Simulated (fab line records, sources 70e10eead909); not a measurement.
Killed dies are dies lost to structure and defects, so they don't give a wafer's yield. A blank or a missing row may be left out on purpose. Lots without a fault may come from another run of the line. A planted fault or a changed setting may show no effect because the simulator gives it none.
A struck lot beside a sound one | flow nand_harc | 14 steps out of a route of 1159
Sound: wafers L437.2, L437.4, L437.6. Struck: wafers L426.1, L426.2, L426.6. The cause comes at the end.
At each step with rows: each side's tool, then ch and its chambers, then its first start. Under that, the readings that differ: sound wafers | struck wafers | difference of the means | sigmas: that difference in standard deviations of wafers without a fault.
alike: readings whose means differ by less than 2 such deviations, and words and numbers that are the same on both sides. not compared: withheld readings, readings that some wafer has no value for, bounds like >300 that may hide the same value, and numbers for which the record gives no deviation and whose values overlap.
The two part at a step that has a row with sigmas, a row that says differs or no value, or rows on one side only. Numbers that don't overlap but have no deviation are shown without sigmas and don't part them. A reading that every wafer of one side lacks parts them only if that side has two wafers or more.

first, 1 step without rows for these wafers: NHARC_A_BONDPAD_SRD_21 (time 30 s, dry time 20 s).
NHARC_A_BONDPAD_INSPECT_23:
  sound on defect_inspect-01, day 23 10:29; struck on defect_inspect-02, day 20 14:35
  alike: raw_defect_count
NHARC_HYBRID_BOND_ACTIVATE_00: chemistry N2, time 60 s.
  sound on rie_diel-09 ch 0,2, day 23 10:33; struck on rie_diel-09 ch 0,2,3, day 20 14:40
  alike: drypump_motor_current_A, n2_flow_sccm, oes_product_au, rf_vpp_V, showerhead_plenum_p_Torr
  not compared: rf_hours_counter_h
then, 4 steps without rows for these wafers: NHARC_HYBRID_BOND_PRECLEAN_01 (cleans in DIW, time 300 s); NHARC_HYBRID_BOND_SRD_02 (time 30 s, dry time 20 s); NHARC_HYBRID_BOND_BOND_03; NHARC_HYBRID_BOND_ANNEAL_04 (time 7200 s).
NHARC_HYBRID_BOND_OVL_MEAS_05:
  sound on overlay-01, day 23 16:40; struck on overlay-01, day 21 00:26
  alike: overlay_x_nm, overlay_y_nm
NHARC_HYBRID_BOND_INSPECT_06: inspects for defects (ir void).
  sound on defect_inspect-02, day 23 16:43; struck on defect_inspect-01, day 21 00:31
  reading          | sound    | struck  | difference | sigmas
  raw_defect_count | 85 64 68 | 16 13 8 | -60        | -3
NHARC_THIN_TSV_GRIND_00:
  sound on grinder-01 ch 0, day 24 03:01; struck on grinder-01 ch 0, day 21 00:40
  alike: motor_current_A
NHARC_THIN_TSV_CMP_01: polishes.
  sound on cmp-02 ch 0,1,2, day 24 04:04; struck on cmp-03 ch 0,1,2, day 21 01:52
  no value came back on the struck wafers for edge_zone_pressure_frac, motor_current_A (A); on the sound wafers edge_zone_pressure_frac reads 0.999 1.007 1.005
NHARC_THIN_TSV_THK_MEAS_02: measures by ir.
  sound on film_metro-02, day 24 04:19; struck on film_metro-01, day 21 02:08
  reading     | sound          | struck         | difference | sigmas
  thk_nm (nm) | 3089 3417 3221 | 5814 5841 5797 | +2575      | +12
then, 1 step without rows for these wafers: NHARC_THIN_TSV_SRD_03.
NHARC_END_SORT_01:
  the record has rows for the struck wafers here (prober-02 ch 0, day 21 18:39) and none for the sound ones

WHERE THEY PART
First at NHARC_HYBRID_BOND_INSPECT_06; last, within this record, at NHARC_END_SORT_01.

WHY: what the simulator had put in
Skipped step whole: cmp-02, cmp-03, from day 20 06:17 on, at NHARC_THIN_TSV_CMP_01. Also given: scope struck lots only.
